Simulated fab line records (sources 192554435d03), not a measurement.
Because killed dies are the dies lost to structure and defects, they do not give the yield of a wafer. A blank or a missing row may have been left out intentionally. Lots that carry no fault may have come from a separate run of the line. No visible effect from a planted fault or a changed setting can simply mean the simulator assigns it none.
Chamber matching / flow n5 finfet / 4 sister chambers for N5_BEOL_M9_STRIP_36 on rie diel-03
The step strips in N2/H2. 16 wafers are shown with their chamber, then 8 later ones without.

== WAFERS WITH THEIR CHAMBER ==
wafer=L078.1; chamber=0; showerhead plenum p Torr (Torr)=2.53; throttle valve pct (%)=23.60; oes product au (a.u.)=0.74
wafer=L078.4; chamber=1; showerhead plenum p Torr (Torr)=2.40; throttle valve pct (%)=23.61; oes product au (a.u.)=0.73
wafer=L078.5; chamber=2; showerhead plenum p Torr (Torr)=2.57; throttle valve pct (%)=23.32; oes product au (a.u.)=0.83
wafer=L079.1; chamber=1; showerhead plenum p Torr (Torr)=2.40; throttle valve pct (%)=23.57; oes product au (a.u.)=0.71
wafer=L079.3; chamber=3; showerhead plenum p Torr (Torr)=2.70; throttle valve pct (%)=23.95; oes product au (a.u.)=0.91
wafer=L079.5; chamber=0; showerhead plenum p Torr (Torr)=2.53; throttle valve pct (%)=23.60; oes product au (a.u.)=0.75
wafer=L088.2; chamber=0; showerhead plenum p Torr (Torr)=2.53; throttle valve pct (%)=23.61; oes product au (a.u.)=0.73
wafer=L088.3; chamber=2; showerhead plenum p Torr (Torr)=2.56; throttle valve pct (%)=23.34; oes product au (a.u.)=0.79
wafer=L088.5; chamber=3; showerhead plenum p Torr (Torr)=2.69; throttle valve pct (%)=23.96; oes product au (a.u.)=0.87
wafer=L092.4; chamber=1; showerhead plenum p Torr (Torr)=2.39; throttle valve pct (%)=23.66; oes product au (a.u.)=0.71
wafer=L092.5; chamber=3; showerhead plenum p Torr (Torr)=2.69; throttle valve pct (%)=23.99; oes product au (a.u.)=0.86
wafer=L092.6; chamber=0; showerhead plenum p Torr (Torr)=2.52; throttle valve pct (%)=23.63; oes product au (a.u.)=0.71
wafer=L095.1; chamber=0; showerhead plenum p Torr (Torr)=2.52; throttle valve pct (%)=23.61; oes product au (a.u.)=0.73
wafer=L095.2; chamber=1; showerhead plenum p Torr (Torr)=2.39; throttle valve pct (%)=23.67; oes product au (a.u.)=0.69
wafer=L095.3; chamber=2; showerhead plenum p Torr (Torr)=2.55; throttle valve pct (%)=23.33; oes product au (a.u.)=0.79
wafer=L093.1; chamber=3; showerhead plenum p Torr (Torr)=2.69; throttle valve pct (%)=23.99; oes product au (a.u.)=0.85

SIGNATURES (means of the wafers above)
reading=showerhead plenum p Torr; chamber 0=2.5260; chamber 1=2.3950; chamber 2=2.5600; chamber 3=2.6925; scatter within a chamber=0.00642
reading=throttle valve pct; chamber 0=23.6100; chamber 1=23.6275; chamber 2=23.3300; chamber 3=23.9725; scatter within a chamber=0.0267
reading=oes product au; chamber 0=0.7320; chamber 1=0.7100; chamber 2=0.8033; chamber 3=0.8725; scatter within a chamber=0.02
Rule: a wafer's distance from a chamber is the root of the sum, over the readings, of the square of ((its reading less the chamber's mean) divided by the reading's scatter). The wafer belongs to the nearest chamber; if the next one is less than 2 further off, it can't be placed. The scatter: take each reading less its chamber's mean, square it, sum over the shown wafers, divide by the number of wafers less the number of chambers, and take the root.

== WAFERS WITHOUT THEIR CHAMBER ==
wafer=L093.4; showerhead plenum p Torr (Torr)=2.55; throttle valve pct (%)=23.33; oes product au (a.u.)=0.79
wafer=L093.6; showerhead plenum p Torr (Torr)=2.52; throttle valve pct (%)=23.65; oes product au (a.u.)=0.70
wafer=L096.1; showerhead plenum p Torr (Torr)=2.69; throttle valve pct (%)=23.98; oes product au (a.u.)=0.83
wafer=L096.3; showerhead plenum p Torr (Torr)=2.38; throttle valve pct (%)=23.63; oes product au (a.u.)=0.68
wafer=L096.4; showerhead plenum p Torr (Torr)=2.52; throttle valve pct (%)=23.62; oes product au (a.u.)=0.70
wafer=L091.3; showerhead plenum p Torr (Torr)=2.55; throttle valve pct (%)=23.36; oes product au (a.u.)=0.78
wafer=L091.4; showerhead plenum p Torr (Torr)=2.55; throttle valve pct (%)=23.36; oes product au (a.u.)=0.78
wafer=L091.6; showerhead plenum p Torr (Torr)=2.68; throttle valve pct (%)=23.99; oes product au (a.u.)=0.84

== WHICH CHAMBER EACH ONE RAN IN ==
wafer=L093.4; from the rows above=2; in truth=2
wafer=L093.6; from the rows above=0; in truth=0
wafer=L096.1; from the rows above=3; in truth=3
wafer=L096.3; from the rows above=1; in truth=1
wafer=L096.4; from the rows above=0; in truth=0
wafer=L091.3; from the rows above=2; in truth=2
wafer=L091.4; from the rows above=2; in truth=2
wafer=L091.6; from the rows above=3; in truth=3
Correctly placed: 8 of 8. Left unplaced by these rows: 0. Placed wrongly: 0.
